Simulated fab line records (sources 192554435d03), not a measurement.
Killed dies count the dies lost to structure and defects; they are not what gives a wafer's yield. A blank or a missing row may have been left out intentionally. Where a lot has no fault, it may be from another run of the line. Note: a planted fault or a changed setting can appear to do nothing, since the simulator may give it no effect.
fab line records	flow n5_finfet
[record] lots = 24	wafers = 72	last_day = 17
route steps=1938 shown START@1 ZERO_LAYER@4 WELL_APT@50 FIN_SAQP@95
lots untouched by any fault: they come from a run of this same line in which no faults occurred
start_h: start of the lot's first displayed wafer, in hours after the record's first day	wait_h: time in hours since the lot's previous step	" as in the row above	L1.1+2: a row that stands for several wafers	- no value present, or no start provided	* or withheld: withheld	< > ~ a bound
route shown NAME@n: a module of which the file shows steps, and the number in the route of the first	usual: mean and standard deviation over wafers with no fault	same: alike in all rows	chamber/n: place in a boat	sites: readings site by site	_std_site: their standard deviation	_edge_site: the outer-site mean with the inner-site mean subtracted	radius_mm: for every site, how far away it sits from the centre of the wafer	mask NAME#n: copy n	behind: tool/chamber where the wafer was last shaped	hold: cause of the lot's hold/its duration in hours/its outcome	device: the n, p or np transistor that did not switch	end of line: the same wafers' tests at the end of the route	a step without rows: its recipe alone	killed: not the wafer's yield, but the dies lost to structure and defects at the first sort	map: a wafer's dies, marking killed ones x, the rest . and places with no die _
set.NAME: the run value of the setting; set.NAME@STEP: its run value at that earlier step	model.NAME: the simulator's own value behind a step, which no gauge read
the route's steps for a sample of lots (tables are steps, rows are wafers)
services: a tool's chamber out of use, with start hour (start_h, from the record's first day; less than 0 if before it), hours out, and reason
[[steps]]
[step N5_START_INSPECT_01]
[recipe] inspect_instrument = unpatterned_scan	mode = incoming
[usual] raw_defect_count = 6.3/2.7
lot.wafer	tool	chamber	start_h	wait_h	raw_defect_count
L074.4	defect_inspect-01	-	12.04	-	6
L074.5	"	-	"	"	4
L074.6	"	-	"	"	4
L075.2	defect_inspect-01	-	18.03	-	4
L075.3	"	-	"	"	9
L075.5	"	-	"	"	7
L076.2	defect_inspect-02	-	24.03	-	6
L076.4	"	-	"	"	8
L076.5	"	-	"	"	7
L077.1	defect_inspect-01	-	30.03	-	4
L077.2	"	-	"	"	7
L077.6	"	-	"	"	5
L078.1	defect_inspect-02	-	36.03	-	2
L078.3	"	-	"	"	8
L078.6	"	-	"	"	8
L079.1	defect_inspect-02	-	42.03	-	9
L079.2	"	-	"	"	7
L079.5	"	-	"	"	9
L080.1	defect_inspect-02	-	48.03	-	8
L080.5	"	-	"	"	7
L080.6	"	-	"	"	6
L081.3	defect_inspect-01	-	54.03	-	4
L081.5	"	-	"	"	7
L081.6	"	-	"	"	3
L082.1	defect_inspect-01	-	60.03	-	8
L082.4	"	-	"	"	6
L082.5	"	-	"	"	2
L083.3	defect_inspect-01	-	66.03	-	8
L083.4	"	-	"	"	14
L083.5	"	-	"	"	11
L084.1	defect_inspect-01	-	72.03	-	4
L084.2	"	-	"	"	5
L084.6	"	-	"	"	7
L085.3	defect_inspect-02	-	78.03	-	2
L085.4	"	-	"	"	9
L085.5	"	-	"	"	9
L086.1	defect_inspect-01	-	84.03	-	7
L086.2	"	-	"	"	11
L086.5	"	-	"	"	7
L087.1	defect_inspect-01	-	90.03	-	10
L087.2	"	-	"	"	4
L087.3	"	-	"	"	1
L088.1	defect_inspect-01	-	96.03	-	11
L088.2	"	-	"	"	5
L088.6	"	-	"	"	4
L089.1	defect_inspect-01	-	102.03	-	6
L089.2	"	-	"	"	5
L089.4	"	-	"	"	2
L090.3	defect_inspect-01	-	108.03	-	5
L090.5	"	-	"	"	6
L090.6	"	-	"	"	7
L091.1	defect_inspect-01	-	114.03	-	3
L091.2	"	-	"	"	6
L091.3	"	-	"	"	6
L092.2	defect_inspect-01	-	120.03	-	10
L092.4	"	-	"	"	2
L092.6	"	-	"	"	4
L093.2	defect_inspect-01	-	126.03	-	8
L093.3	"	-	"	"	2
L093.4	"	-	"	"	7
L094.4	defect_inspect-01	-	132.04	-	2
L094.5	"	-	"	"	6
L094.6	"	-	"	"	5
L095.1	defect_inspect-01	-	138.03	-	4
L095.4	"	-	"	"	7
L095.5	"	-	"	"	7
L096.1	defect_inspect-01	-	144.03	-	6
L096.2	"	-	"	"	4
L096.5	"	-	"	"	9
L097.2	defect_inspect-01	-	150.03	-	3
L097.3	"	-	"	"	5
L097.4	"	-	"	"	6
[step N5_ZERO_LAYER_PECVD_02]
[recipe] material = SiO2	target_thk_a = 100	temp_c = 400	precursor = SiH4/N2O	pressure_torr = 0.75	rf_w = 275	time_s = 6
[usual] heater_power_w = 758/98	showerhead_plenum_p_Torr = 8.11/0.11
lot.wafer	tool	chamber	start_h	wait_h	heater_power_w	showerhead_plenum_p_Torr
L074.4	pecvd-01	2	12.31	0.1	640	8.04
L074.5	"	0	"	"	644	7.94
L074.6	"	1	"	"	848	8.16
L075.2	pecvd-04	2	18.28	0.0	574	8.26
L075.3	"	1	"	"	800	7.99
L075.5	"	0	"	"	762	8.10
L076.2	pecvd-01	1	24.28	0.0	837	8.15
L076.4	"	1	"	"	830	8.17
L076.5	"	0	"	"	646	7.95
L077.1	pecvd-01	0	30.28	0.0	634	7.94
L077.2	"	2	"	"	618	8.06
L077.6	"	2	"	"	611	8.04
L078.1	pecvd-01	0	36.28	0.0	705	7.96
L078.3	"	2	"	"	641	8.05
L078.6	"	2	"	"	633	8.03
L079.1	pecvd-03	1	42.30	0.0	892	8.12
L079.2	"	2	"	"	728	8.24
L079.5	"	2	"	"	755	8.26
L080.1	pecvd-01	1	48.28	0.0	754	8.17
L080.5	"	2	"	"	525	8.04
L080.6	"	1	"	"	744	8.15
L081.3	pecvd-01	2	54.28	0.0	619	8.03
L081.5	"	2	"	"	611	8.05
L081.6	"	0	"	"	705	7.96
L082.1	pecvd-03	0	60.28	0.0	845	8.18
L082.4	"	2	"	"	762	8.26
L082.5	"	0	"	"	874	8.18
L083.3	pecvd-03	1	66.28	0.0	807	8.16
L083.4	"	0	"	"	826	8.17
L083.5	"	2	"	"	723	8.25
L084.1	pecvd-04	2	72.28	0.0	682	8.28
L084.2	"	0	"	"	814	8.09
L084.6	"	0	"	"	805	8.10
L085.3	pecvd-04	2	78.28	0.0	708	8.26
L085.4	"	1	"	"	812	7.98
L085.5	"	2	"	"	690	8.25
L086.1	pecvd-01	2	84.28	0.0	634	8.03
L086.2	"	1	"	"	820	8.18
L086.5	"	1	"	"	824	8.17
L087.1	pecvd-04	2	90.28	0.0	602	8.24
L087.2	"	0	"	"	807	8.10
L087.3	"	1	"	"	903	7.98
L088.1	pecvd-01	0	96.28	0.0	696	7.95
L088.2	"	1	"	"	805	8.15
L088.6	"	0	"	"	691	7.96
L089.1	pecvd-04	1	102.28	0.0	811	7.96
L089.2	"	0	"	"	690	8.11
L089.4	"	2	"	"	663	8.24
L090.3	pecvd-03	2	108.28	0.0	761	8.23
L090.5	"	1	"	"	853	8.14
L090.6	"	0	"	"	903	8.19
L091.1	pecvd-04	0	114.28	0.0	724	8.08
L091.2	"	1	"	"	901	7.98
L091.3	"	2	"	"	660	8.27
L092.2	pecvd-03	0	120.30	0.0	924	8.17
L092.4	"	2	"	"	732	8.24
L092.6	"	1	"	"	871	8.13
L093.2	pecvd-04	2	126.30	0.0	695	8.28
L093.3	"	0	"	"	788	8.11
L093.4	"	2	"	"	694	8.26
L094.4	pecvd-01	0	132.31	0.1	719	7.96
L094.5	"	2	"	"	597	8.04
L094.6	"	1	"	"	818	8.17
L095.1	pecvd-03	1	138.29	0.0	745	8.14
L095.4	"	1	"	"	761	8.13
L095.5	"	2	"	"	747	8.27
L096.1	pecvd-04	0	144.28	0.0	834	8.11
L096.2	"	1	"	"	936	7.99
L096.5	"	1	"	"	917	7.98
L097.2	pecvd-04	1	150.28	0.0	961	7.98
L097.3	"	0	"	"	721	8.12
L097.4	"	0	"	"	734	8.13
[step N5_WELL_APT_RTA_34]
[recipe] temp_c = 1000	time_s = 10	ambient = N2	idle_temp_c = 600	ramp_up_c_per_s = 150	ramp_down_c_per_s = 60	cool_to_c = 600
[usual] lamp_power_pct = 13.01/0.059	lamp_zone_3_pct = 12.994/0.028	wafer_temp_C_max = 1003.6/0.93
lot.wafer	tool	chamber	start_h	wait_h	lamp_power_pct	lamp_zone_3_pct	wafer_temp_C_max
L074.4	rtp_anneal-01	0	16.80	0.1	12.98	13.005	1002.7
L074.5	"	0	"	"	12.98	12.995	1003.7
L074.6	"	0	"	"	12.93	12.948	1002.5
L075.2	rtp_anneal-01	0	22.16	0.1	13.06	13.015	1004.3
L075.3	"	0	"	"	12.96	12.999	1004.0
L075.5	"	0	"	"	13.02	13.034	1003.9
L076.2	rtp_anneal-02	0	27.84	0.1	13.07	12.981	1003.0
L076.4	"	0	"	"	12.96	12.988	1003.8
L076.5	"	0	"	"	12.95	12.973	1003.5
L077.1	rtp_anneal-01	0	33.74	0.0	12.93	13.001	1003.5
L077.2	"	0	"	"	13.00	12.966	1002.0
L077.6	"	0	"	"	13.08	12.976	1003.2
L078.1	rtp_anneal-02	0	39.93	0.0	12.98	13.018	1003.4
L078.3	"	0	"	"	12.86	12.941	1002.6
L078.6	"	0	"	"	12.90	12.994	1002.6
L079.1	rtp_anneal-02	0	46.01	0.2	12.99	13.029	1004.7
L079.2	"	0	"	"	13.03	13.026	1002.5
L079.5	"	0	"	"	13.04	13.062	1003.6
L080.1	rtp_anneal-02	0	51.84	0.0	12.99	12.975	1003.1
L080.5	"	0	"	"	13.06	13.038	1004.3
L080.6	"	0	"	"	12.98	13.015	1003.5
L081.3	rtp_anneal-01	0	58.31	0.1	12.93	12.914	1002.2
L081.5	"	0	"	"	13.01	12.985	1004.2
L081.6	"	0	"	"	13.13	12.997	1002.5
L082.1	rtp_anneal-01	0	64.03	0.1	12.90	13.038	1004.4
L082.4	"	0	"	"	12.98	13.029	1003.2
L082.5	"	0	"	"	13.02	13.007	1004.6
L083.3	rtp_anneal-01	0	70.43	0.3	12.87	13.000	1003.2
L083.4	"	0	"	"	13.06	12.959	1002.6
L083.5	"	0	"	"	13.05	13.008	1006.5
L084.1	rtp_anneal-01	0	76.44	0.3	12.99	13.027	1003.2
L084.2	"	0	"	"	13.03	12.983	1003.0
L084.6	"	0	"	"	12.92	13.011	1003.1
L085.3	rtp_anneal-02	0	82.66	0.1	12.95	13.030	1004.5
L085.4	"	0	"	"	12.94	13.031	1002.4
L085.5	"	0	"	"	12.94	12.976	1003.8
L086.1	rtp_anneal-01	0	88.02	0.0	12.95	13.018	1004.2
L086.2	"	0	"	"	12.97	12.980	1004.3
L086.5	"	0	"	"	12.87	13.012	1004.2
L087.1	rtp_anneal-01	0	93.65	0.0	13.10	13.024	1003.3
L087.2	"	0	"	"	13.01	13.019	1004.0
L087.3	"	0	"	"	13.11	13.009	1004.4
L088.1	rtp_anneal-01	0	100.31	0.0	13.07	12.975	1003.0
L088.2	"	0	"	"	12.92	12.959	1002.6
L088.6	"	0	"	"	12.98	12.950	1003.5
L089.1	rtp_anneal-02	0	106.32	0.0	12.94	13.002	1003.3
L089.2	"	0	"	"	13.04	12.966	1003.8
L089.4	"	0	"	"	12.97	12.980	1004.3
L090.3	rtp_anneal-01	0	112.68	0.1	12.97	12.980	1003.1
L090.5	"	0	"	"	13.00	12.987	1005.0
L090.6	"	0	"	"	13.03	12.996	1004.2
L091.1	rtp_anneal-02	0	118.11	0.1	13.05	13.022	1002.1
L091.2	"	0	"	"	13.14	12.916	1005.4
L091.3	"	0	"	"	12.96	12.984	1003.5
L092.2	rtp_anneal-01	0	124.58	0.2	13.12	12.996	1003.9
L092.4	"	0	"	"	12.97	12.969	1002.5
L092.6	"	0	"	"	13.05	13.015	1004.2
L093.2	rtp_anneal-01	0	129.82	0.0	13.06	13.014	1002.8
L093.3	"	0	"	"	13.02	12.942	1002.4
L093.4	"	0	"	"	13.00	12.951	1004.5
L094.4	rtp_anneal-02	0	135.94	0.1	13.03	12.990	1003.6
L094.5	"	0	"	"	12.85	13.001	1001.2
L094.6	"	0	"	"	13.03	13.004	1003.5
L095.1	rtp_anneal-02	0	142.03	0.0	13.00	12.983	1003.9
L095.4	"	0	"	"	13.00	13.003	1004.1
L095.5	"	0	"	"	12.96	12.941	1002.9
L096.1	rtp_anneal-01	0	148.02	0.0	13.06	13.009	1003.8
L096.2	"	0	"	"	13.02	13.014	1003.0
L096.5	"	0	"	"	13.06	13.017	1002.0
L097.2	rtp_anneal-01	0	154.30	0.0	13.05	12.993	1003.9
L097.3	"	0	"	"	13.02	13.019	1003.5
L097.4	"	0	"	"	13.00	12.960	1002.1
[step N5_FIN_SAQP_DENSIFY_62]
[recipe] temp_c = 700	time_s = 60	ambient = N2	idle_temp_c = 600	ramp_up_c_per_s = 150	ramp_down_c_per_s = 60	cool_to_c = 600
[usual] lamp_power_pct = 9.85/0.06	lamp_zone_3_pct = 9.846/0.011	wafer_temp_C_max = 703.3/0.66
lot.wafer	tool	chamber	start_h	wait_h	lamp_power_pct	lamp_zone_3_pct	wafer_temp_C_max
L074.4	rtp_anneal-02	0	21.33	0.2	9.84	9.845	703.6
L074.5	"	0	"	"	9.92	9.851	702.7
L074.6	"	0	"	"	9.86	9.858	703.1
L075.2	rtp_anneal-02	0	27.10	0.4	9.85	9.838	703.1
L075.3	"	0	"	"	9.85	9.840	703.6
L075.5	"	0	"	"	9.90	9.851	702.7
L076.2	rtp_anneal-02	0	33.62	0.1	9.85	9.847	703.5
L076.4	"	0	"	"	9.81	9.824	702.6
L076.5	"	0	"	"	9.80	9.832	703.2
L077.1	rtp_anneal-02	0	40.78	0.3	9.84	9.841	704.6
L077.2	"	0	"	"	9.87	9.844	703.8
L077.6	"	0	"	"	9.93	9.855	702.1
L078.1	rtp_anneal-02	0	44.68	0.1	9.91	9.837	703.8
L078.3	"	0	"	"	9.84	9.856	703.8
L078.6	"	0	"	"	9.77	9.842	704.8
L079.1	rtp_anneal-02	0	51.18	0.1	9.96	9.848	703.1
L079.2	"	0	"	"	9.77	9.848	703.7
L079.5	"	0	"	"	9.79	9.856	704.8
L080.1	rtp_anneal-02	0	56.34	0.1	9.87	9.846	704.4
L080.5	"	0	"	"	9.82	9.847	703.5
L080.6	"	0	"	"	9.87	9.834	703.9
L081.3	rtp_anneal-02	0	63.00	0.2	9.78	9.837	702.4
L081.5	"	0	"	"	9.91	9.858	703.2
L081.6	"	0	"	"	9.81	9.842	703.0
L082.1	rtp_anneal-01	0	68.71	0.1	9.77	9.807	702.3
L082.4	"	0	"	"	9.78	9.844	703.2
L082.5	"	0	"	"	9.93	9.851	704.4
L083.3	rtp_anneal-01	0	75.04	0.2	9.88	9.848	702.5
L083.4	"	0	"	"	9.79	9.839	702.7
L083.5	"	0	"	"	9.86	9.842	703.4
L084.1	rtp_anneal-02	0	81.00	0.1	9.90	9.845	703.7
L084.2	"	0	"	"	9.91	9.828	703.1
L084.6	"	0	"	"	9.85	9.846	704.1
L085.3	rtp_anneal-01	0	88.48	0.2	9.85	9.839	705.7
L085.4	"	0	"	"	9.94	9.831	703.6
L085.5	"	0	"	"	9.81	9.853	704.2
L086.1	rtp_anneal-01	0	94.38	0.1	9.80	9.854	703.7
L086.2	"	0	"	"	9.85	9.845	703.0
L086.5	"	0	"	"	9.78	9.856	703.5
L087.1	rtp_anneal-02	0	98.14	0.1	9.74	9.841	703.6
L087.2	"	0	"	"	9.83	9.839	702.7
L087.3	"	0	"	"	9.73	9.842	702.4
L088.1	rtp_anneal-01	0	104.96	0.1	9.85	9.855	701.9
L088.2	"	0	"	"	9.79	9.843	702.9
L088.6	"	0	"	"	9.69	9.853	703.9
L089.1	rtp_anneal-01	0	111.82	0.4	9.81	9.840	703.0
L089.2	"	0	"	"	9.81	9.844	703.7
L089.4	"	0	"	"	9.93	9.842	703.1
L090.3	rtp_anneal-02	0	117.16	0.2	9.89	9.840	703.8
L090.5	"	0	"	"	9.85	9.844	703.1
L090.6	"	0	"	"	9.84	9.838	703.7
L091.1	rtp_anneal-01	0	122.48	0.1	9.76	9.856	703.4
L091.2	"	0	"	"	9.73	9.862	702.3
L091.3	"	0	"	"	9.83	9.855	702.8
L092.2	rtp_anneal-01	0	129.50	0.1	9.89	9.840	702.9
L092.4	"	0	"	"	9.82	9.857	702.8
L092.6	"	0	"	"	9.89	9.841	702.9
L093.2	rtp_anneal-01	0	134.21	0.1	9.79	9.836	703.3
L093.3	"	0	"	"	9.89	9.825	702.8
L093.4	"	0	"	"	9.94	9.854	703.0
L094.4	rtp_anneal-02	0	140.96	0.4	9.81	9.851	702.3
L094.5	"	0	"	"	9.87	9.855	703.0
L094.6	"	0	"	"	9.79	9.859	703.5
L095.1	rtp_anneal-02	0	147.40	0.2	9.86	9.831	704.4
L095.4	"	0	"	"	9.95	9.863	703.3
L095.5	"	0	"	"	9.74	9.831	702.5
L096.1	rtp_anneal-02	0	152.62	0.1	9.82	9.870	702.4
L096.2	"	0	"	"	9.93	9.840	703.2
L096.5	"	0	"	"	9.91	9.871	702.4
L097.2	rtp_anneal-02	0	158.66	0.1	9.75	9.824	703.7
L097.3	"	0	"	"	9.84	9.851	702.9
L097.4	"	0	"	"	9.85	9.844	703.2
[step N5_FIN_SAQP_PECVD_47]
[recipe] material = a-Si	target_thk_a = 450	temp_c = 400	precursor = SiH4/He	pressure_torr = 3	rf_w = 100	time_s = 36.3
[usual] heater_power_w = 866/120	showerhead_plenum_p_Torr = 5.66/0.046	throttle_valve_pct = 18.6/1.1
lot.wafer	tool	chamber	start_h	wait_h	heater_power_w	showerhead_plenum_p_Torr	throttle_valve_pct
L074.4	pecvd-03	2	21.60	0.1	789	5.72	20.3
L074.5	"	0	"	"	936	5.67	17.6
L074.6	"	1	"	"	924	5.65	21.1
L075.2	pecvd-03	2	27.41	0.0	792	5.71	20.0
L075.3	"	0	"	"	995	5.69	17.6
L075.5	"	2	"	"	788	5.73	20.1
L076.2	pecvd-02	2	33.93	0.0	1102	5.68	20.0
L076.4	"	0	"	"	779	5.73	17.9
L076.5	"	2	"	"	1102	5.68	20.1
L077.1	pecvd-02	0	41.12	0.0	755	5.70	18.4
L077.2	"	1	"	"	758	5.59	17.8
L077.6	"	2	"	"	1092	5.69	20.1
L078.1	pecvd-03	2	45.02	0.0	782	5.70	20.1
L078.3	"	0	"	"	934	5.68	17.9
L078.6	"	2	"	"	773	5.70	19.9
L079.1	pecvd-03	0	51.54	0.0	948	5.68	17.6
L079.2	"	1	"	"	806	5.65	21.0
L079.5	"	0	"	"	946	5.68	17.5
L080.1	pecvd-02	0	56.70	0.0	718	5.71	17.9
L080.5	"	1	"	"	804	5.58	17.9
L080.6	"	0	"	"	726	5.71	18.2
L081.3	pecvd-03	1	63.28	0.0	915	5.67	20.9
L081.5	"	2	"	"	725	5.71	20.0
L081.6	"	1	"	"	919	5.67	20.8
L082.1	pecvd-04	1	69.05	0.0	1015	5.61	18.3
L082.4	"	2	"	"	784	5.72	17.7
L082.5	"	1	"	"	1021	5.61	18.2
L083.3	pecvd-03	1	75.34	0.0	959	5.66	20.7
L083.4	"	2	"	"	815	5.71	20.4
L083.5	"	1	"	"	922	5.66	21.2
L084.1	pecvd-02	1	81.34	0.0	853	5.57	17.9
L084.2	"	0	"	"	770	5.70	18.2
L084.6	"	2	"	"	1116	5.66	17.4
L085.3	pecvd-02	2	88.76	0.0	1077	5.66	17.2
L085.4	"	2	"	"	1074	5.65	17.3
L085.5	"	1	"	"	833	5.58	17.8
L086.1	pecvd-04	0	94.73	0.0	843	5.65	18.8
L086.2	"	2	"	"	754	5.71	17.8
L086.5	"	2	"	"	746	5.70	17.7
L087.1	pecvd-04	1	98.50	0.0	898	5.60	18.7
L087.2	"	0	"	"	881	5.66	18.8
L087.3	"	2	"	"	719	5.71	17.4
L088.1	pecvd-04	2	105.31	0.0	664	5.71	17.4
L088.2	"	0	"	"	768	5.65	18.9
L088.6	"	0	"	"	770	5.65	18.9
L089.1	pecvd-04	0	112.19	0.0	747	5.66	18.7
L089.2	"	1	"	"	951	5.61	18.2
L089.4	"	1	"	"	968	5.61	18.3
L090.3	pecvd-02	1	117.44	0.0	818	5.58	17.5
L090.5	"	1	"	"	831	5.57	17.7
L090.6	"	0	"	"	748	5.70	18.4
L091.1	pecvd-04	2	122.81	0.0	751	5.71	17.6
L091.2	"	0	"	"	875	5.67	18.9
L091.3	"	1	"	"	854	5.60	18.3
L092.2	pecvd-02	2	129.82	0.0	1078	5.66	17.6
L092.4	"	0	"	"	796	5.71	18.6
L092.6	"	1	"	"	759	5.57	17.5
L093.2	pecvd-02	0	134.54	0.0	775	5.71	18.3
L093.3	"	2	"	"	1101	5.66	17.5
L093.4	"	0	"	"	781	5.71	18.8
L094.4	pecvd-04	0	141.25	0.1	899	5.66	18.8
L094.5	"	0	"	"	883	5.65	18.8
L094.6	"	1	"	"	1015	5.60	18.2
L095.1	pecvd-03	2	147.73	0.0	794	5.71	20.0
L095.4	"	0	"	"	904	5.68	18.0
L095.5	"	2	"	"	800	5.71	20.1
L096.1	pecvd-04	0	152.96	0.0	896	5.65	19.0
L096.2	"	2	"	"	697	5.71	17.9
L096.5	"	1	"	"	917	5.59	18.5
L097.2	pecvd-02	1	158.97	0.0	769	5.58	17.4
L097.3	"	2	"	"	1019	5.67	17.2
L097.4	"	0	"	"	793	5.70	18.4
[step N5_FIN_SAQP_PECVD_48]
[recipe] material = SiNx	target_thk_a = 250	temp_c = 400	precursor = SiH4/NH3/N2	pressure_torr = 1.5	rf_w = 300	time_s = 22.1
[usual] heater_power_w = 785/110	showerhead_plenum_p_Torr = 5.13/0.061	throttle_valve_pct = 40.7/2.5
lot.wafer	tool	chamber	start_h	wait_h	heater_power_w	showerhead_plenum_p_Torr	throttle_valve_pct
L074.4	pecvd-03	2	21.64	0.0	789	5.19	44.3
L074.5	"	0	"	"	848	5.16	38.9
L074.6	"	1	"	"	834	5.14	46.1
L075.2	pecvd-03	2	27.45	0.0	691	5.19	44.2
L075.3	"	0	"	"	884	5.14	38.7
L075.5	"	2	"	"	696	5.19	44.3
L076.2	pecvd-02	2	33.97	0.0	983	5.14	43.9
L076.4	"	0	"	"	661	5.18	39.7
L076.5	"	2	"	"	982	5.15	43.9
L077.1	pecvd-02	0	41.16	0.0	686	5.21	39.7
L077.2	"	1	"	"	647	5.01	38.3
L077.6	"	2	"	"	984	5.14	44.1
L078.1	pecvd-03	2	45.06	0.0	779	5.19	44.5
L078.3	"	0	"	"	840	5.16	38.9
L078.6	"	2	"	"	760	5.19	44.4
L079.1	pecvd-03	0	51.59	0.0	866	5.15	38.8
L079.2	"	1	"	"	722	5.12	45.9
L079.5	"	0	"	"	878	5.16	39.2
L080.1	pecvd-02	0	56.77	0.0	721	5.19	39.6
L080.5	"	1	"	"	766	5.02	38.5
L080.6	"	0	"	"	736	5.19	39.6
L081.3	pecvd-03	1	63.32	0.0	772	5.14	46.1
L081.5	"	2	"	"	699	5.18	44.1
L081.6	"	1	"	"	747	5.13	46.1
L082.1	pecvd-04	1	69.09	0.0	943	5.04	40.1
L082.4	"	2	"	"	671	5.20	38.4
L082.5	"	1	"	"	949	5.05	40.2
L083.3	pecvd-03	1	75.38	0.0	847	5.14	46.2
L083.4	"	2	"	"	767	5.18	44.1
L083.5	"	1	"	"	871	5.16	45.8
L084.1	pecvd-02	1	81.38	0.0	787	5.02	38.5
L084.2	"	0	"	"	710	5.19	40.0
L084.6	"	2	"	"	954	5.13	37.7
L085.3	pecvd-02	2	88.80	0.0	1037	5.13	38.2
L085.4	"	2	"	"	1020	5.12	37.8
L085.5	"	1	"	"	788	5.03	38.8
L086.1	pecvd-04	0	94.77	0.0	692	5.12	41.9
L086.2	"	2	"	"	622	5.19	38.4
L086.5	"	2	"	"	637	5.20	38.5
L087.1	pecvd-04	1	98.55	0.0	909	5.05	40.1
L087.2	"	0	"	"	781	5.12	41.9
L087.3	"	2	"	"	628	5.19	38.8
L088.1	pecvd-04	2	105.35	0.0	642	5.20	38.6
L088.2	"	0	"	"	817	5.11	41.5
L088.6	"	0	"	"	821	5.11	41.1
L089.1	pecvd-04	0	112.23	0.0	711	5.12	41.2
L089.2	"	1	"	"	847	5.05	40.5
L089.4	"	1	"	"	848	5.06	40.1
L090.3	pecvd-02	1	117.48	0.0	743	5.01	38.6
L090.5	"	1	"	"	737	5.01	38.6
L090.6	"	0	"	"	663	5.19	40.0
L091.1	pecvd-04	2	122.86	0.0	615	5.20	38.6
L091.2	"	0	"	"	746	5.12	41.4
L091.3	"	1	"	"	873	5.06	40.1
L092.2	pecvd-02	2	129.87	0.0	859	5.13	38.0
L092.4	"	0	"	"	695	5.19	40.1
L092.6	"	1	"	"	655	5.03	38.7
L093.2	pecvd-02	0	134.58	0.0	673	5.18	40.0
L093.3	"	2	"	"	875	5.14	37.9
L093.4	"	0	"	"	681	5.19	40.1
L094.4	pecvd-04	0	141.31	0.0	823	5.11	41.4
L094.5	"	0	"	"	831	5.11	41.3
L094.6	"	1	"	"	896	5.05	40.0
L095.1	pecvd-03	2	147.78	0.0	717	5.18	44.2
L095.4	"	0	"	"	874	5.15	39.3
L095.5	"	2	"	"	694	5.21	44.0
L096.1	pecvd-04	0	153.00	0.0	745	5.12	41.6
L096.2	"	2	"	"	585	5.19	38.9
L096.5	"	1	"	"	853	5.06	40.1
L097.2	pecvd-02	1	159.01	0.0	760	5.02	38.6
L097.3	"	2	"	"	911	5.13	38.1
L097.4	"	0	"	"	700	5.18	40.1
[[services]]
tool	chamber	start_h	hours	kind
pecvd-02	-	-6.83	6.0	pm
pecvd-03	0	-3.78	20.0	repair
pecvd-02	2	12.27	-	calibration
pecvd-02	1	26.45	2.1	scheduled_down
pecvd-03	1	28.52	2.1	scheduled_down
pecvd-02	2	45.95	4.4	repair
pecvd-02	2	50.35	-	clean
pecvd-02	2	50.35	-	consumable_replace:showerhead
pecvd-02	2	50.35	29.0	scheduled_down
pecvd-02	2	50.35	29.0	vent_cycle
pecvd-01	-	54.46	5.5	pm
pecvd-03	-	54.79	2.4	repair
pecvd-01	2	60.67	5.6	repair
pecvd-04	1	70.52	2.1	scheduled_down
pecvd-02	-	75.39	0.9	repair
pecvd-03	0	87.43	5.5	scheduled_down
pecvd-01	1	90.39	5.5	scheduled_down
pecvd-01	2	95.93	16.5	scheduled_down
pecvd-03	0	98.16	2.1	scheduled_down
pecvd-03	1	111.80	5.5	scheduled_down
pecvd-02	1	122.40	5.5	scheduled_down
pecvd-03	-	127.35	0.5	repair
pecvd-04	2	140.98	5.5	scheduled_down
[[key]]
fault none
